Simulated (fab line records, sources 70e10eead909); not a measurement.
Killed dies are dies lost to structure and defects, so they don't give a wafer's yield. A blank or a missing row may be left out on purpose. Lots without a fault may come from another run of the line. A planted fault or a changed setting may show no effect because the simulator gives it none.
A struck lot beside a sound one | flow nand_harc | 14 steps out of a route of 1302
Sound: wafers L835.2, L835.5, L835.6. Struck: wafers L842.1, L842.2, L842.5. The cause comes at the end.
At each step with rows: each side's tool, then ch and its chambers, then its first start. Under that, the readings that differ: sound wafers | struck wafers | difference of the means | sigmas: that difference in standard deviations of wafers without a fault.
alike: readings whose means differ by less than 2 such deviations, and words and numbers that are the same on both sides. not compared: withheld readings, readings that some wafer has no value for, bounds like >300 that may hide the same value, and numbers for which the record gives no deviation and whose values overlap.
The two part at a step that has a row with sigmas, a row that says differs or no value, or rows on one side only. Numbers that don't overlap but have no deviation are shown without sigmas and don't part them. A reading that every wafer of one side lacks parts them only if that side has two wafers or more.

NHARC_P_M0_CMP_23: polishes, t overpolish 20 s, target thk 117.54 nm.
  sound on cmp-01 ch 1,2, day 6 21:07; struck on cmp-04 ch 0,1,3, day 10 09:35
  alike: motor_current_A, time_to_endpoint_s
NHARC_P_M0_THK_MEAS_24: measures by xrf.
  sound on film_metro-01, day 6 21:24; struck on film_metro-02, day 10 09:55
  alike: thk_nm
then, 1 step without rows for these wafers: NHARC_P_M0_SRD_25.
NHARC_P_M0_INSPECT_27:
  sound on defect_inspect-02, day 6 21:34; struck on defect_inspect-01, day 10 10:04
  alike: raw_defect_count
NHARC_P_M0_PRE_CLEAN_31: time 12 s.
  sound on pecvd-03 ch 0,2, day 6 21:38; struck on pecvd-01 ch 0,1, day 10 10:08
  alike: heater_power_outer_w, heater_power_w
  not compared: since_wet_clean_h
NHARC_P_M0_DEP_32: deposits SiCN, target thk 30 nm.
  sound on pecvd-03 ch 0,2, day 6 21:45; struck on pecvd-01 ch 0,1, day 10 10:15
  alike: chamber_pressure_Torr, heater_power_outer_w, heater_power_w
  not compared: since_wet_clean_h
then, 5 steps without rows for these wafers: NHARC_P_M1_DEP_00 (deposits SiOC, target thk 182.5 nm); NHARC_P_M1_DEHYDRATE_01 (time 120 s); NHARC_P_M1_HMDS_02 (time 30 s); NHARC_P_M1_COAT_34 (time 65 s); NHARC_P_M1_COAT_03 (resist thk 90 nm).
NHARC_P_M1_SOFTBAKE_04: time 55 s.
  sound on litho_track-06 ch 0, day 6 22:00; struck on litho_track-04 ch 0, day 10 11:00
  reading                  | sound                | struck               | difference | sigmas
  heater_power_total_W (W) | 188.58 188.44 188.60 | 185.05 185.41 185.42 | -3.25      | -23
then, 1 step without rows for these wafers: NHARC_P_M1_EBR_05.
NHARC_END_SORT_01:
  the record has rows for the sound wafers here (prober-02 ch 0, day 24 19:35) and none for the struck ones

WHERE THEY PART
First at NHARC_P_M1_SOFTBAKE_04; last, within this record, at NHARC_END_SORT_01.

WHY: what the simulator had put in
Process parameter drift: litho_track-04, from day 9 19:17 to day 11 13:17, at NHARC_P_M1_SOFTBAKE_04. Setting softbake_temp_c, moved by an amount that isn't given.
